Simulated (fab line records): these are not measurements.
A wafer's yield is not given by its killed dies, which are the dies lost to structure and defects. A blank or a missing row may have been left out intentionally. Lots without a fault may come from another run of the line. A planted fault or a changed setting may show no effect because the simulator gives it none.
Split-lot study + flow n5_finfet + 21 wafers read from 7 lots, route of 1938 steps

== SPLIT DETAILS ==
At N5_BEOL_M0_SAQP_ETCH_107 (etches SiNx in CH3F/O2, target depth 30 nm), the setting source_w was moved away from the recipe's 395 W on 5 of the 21 wafers read, by -11.6% to +11.7%. This setting was run at the recipe's value on the other wafers.

Reading taken at the split's own step.

== THE READING ==
rf_vpp_V, in V, at N5_BEOL_M0_SAQP_ETCH_107 (etches SiNx in CH3F/O2, target depth 30 nm). Fault-free wafers of this fab line usually give 297 V, standard deviation 3.5 V.

| wafer  | tool, chamber at the split | source_w as run, W | against the recipe | rf_vpp_V, V | against lot-mates on the recipe |
|--------|----------------------------|--------------------|--------------------|-------------|---------------------------------|
| L076.1 | rie_diel-01, 3             | 395                | recipe             | 303         | -                               |
| L076.2 | rie_diel-01, 1             | 395                | recipe             | 298         | -                               |
| L076.5 | rie_diel-01, 3             | 395                | recipe             | 301         | -                               |
| L077.4 | rie_diel-01, 3             | 427.9              | +8.3%              | 288         | -8                              |
| L077.5 | rie_diel-01, 0             | 395                | recipe             | 294         | -                               |
| L077.6 | rie_diel-01, 1             | 395                | recipe             | 299         | -                               |
| L082.1 | rie_diel-03, 1             | 395                | recipe             | 302         | -                               |
| L082.2 | rie_diel-03, 3             | 395                | recipe             | 301         | -                               |
| L082.5 | rie_diel-03, 0             | 349.3              | -11.6%             | 312         | +10                             |
| L084.2 | rie_diel-01, 3             | 395                | recipe             | 302         | -                               |
| L084.5 | rie_diel-01, 0             | 395                | recipe             | 294         | -                               |
| L084.6 | rie_diel-01, 1             | 395                | recipe             | 299         | -                               |
| L089.1 | rie_diel-03, 2             | 395                | recipe             | 297         | -                               |
| L089.4 | rie_diel-03, 0             | 395                | recipe             | 293         | -                               |
| L089.6 | rie_diel-03, 0             | 395                | recipe             | 294         | -                               |
| L093.2 | rie_diel-03, 1             | 362.8              | -8.2%              | 314         | +16                             |
| L093.4 | rie_diel-03, 2             | 395                | recipe             | 296         | -                               |
| L093.5 | rie_diel-03, 1             | 395                | recipe             | 301         | -                               |
| L094.1 | rie_diel-04, 3             | 441.2              | +11.7%             | 279         | -18                             |
| L094.2 | rie_diel-04, 2             | 395                | recipe             | 297         | -                               |
| L094.4 | rie_diel-04, 0             | 441.2              | +11.7%             | 281         | -16                             |

FIT RESULTS
A straight line over all 21 wafers: rf_vpp_V changes by -1.47 V for each +1% of source_w; r = -0.92; the points scatter about the line by 3.2 V.
The same after taking each lot's own level away (the mean of its wafers on the recipe; 21 wafers): -1.32 V for each +1%; r = -0.93; scatter 2.7 V.
Per that fit: largest source_w move, reading shift of 15 V.
From 294.7 to 301.5 V: that is the span of the lots' own levels, equal to 2.0 times the standard deviation above.
So the slope is not independent of the lot-to-lot level: the two fits are not the same.
Check: with one of the wafers moved furthest among these (+11.7%) left out of the fit, the line predicts -14.5 V for it against its lot-mates. Against them it came out at -18 V.
Tool readings at the split's step, against how far the setting was moved: rf_vpp_V r = -0.92.

== OTHER SPLITS ON THESE WAFERS ==
Before the reading, these wafers also passed through other splits. Each is held against what the fit with the lots' levels taken away leaves over:
| other split on the same wafers         | wafers away from the commonest value | r with rf_vpp_V (lot level and that fit taken away) |
|----------------------------------------|--------------------------------------|-----------------------------------------------------|
| N5_GATE_CUT_EXPOSE_10 dose_mj          | 8                                    | -0.08                                               |
| N5_MOL_CONTACT_COAG_ALD_27 ald_cycles  | 7                                    | +0.22                                               |
| N5_MOL_CONTACT_COAG_ALD_133 ald_cycles | 5                                    | -0.07                                               |
| N5_BEOL_M0_SAQP_SPACER1_ALD_98 temp_c  | 6                                    | +0.13                                               |

== FILE'S OWN FIT ==
rf_vpp_V changes by -1.28 V for each +1% of source_w, r = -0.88.
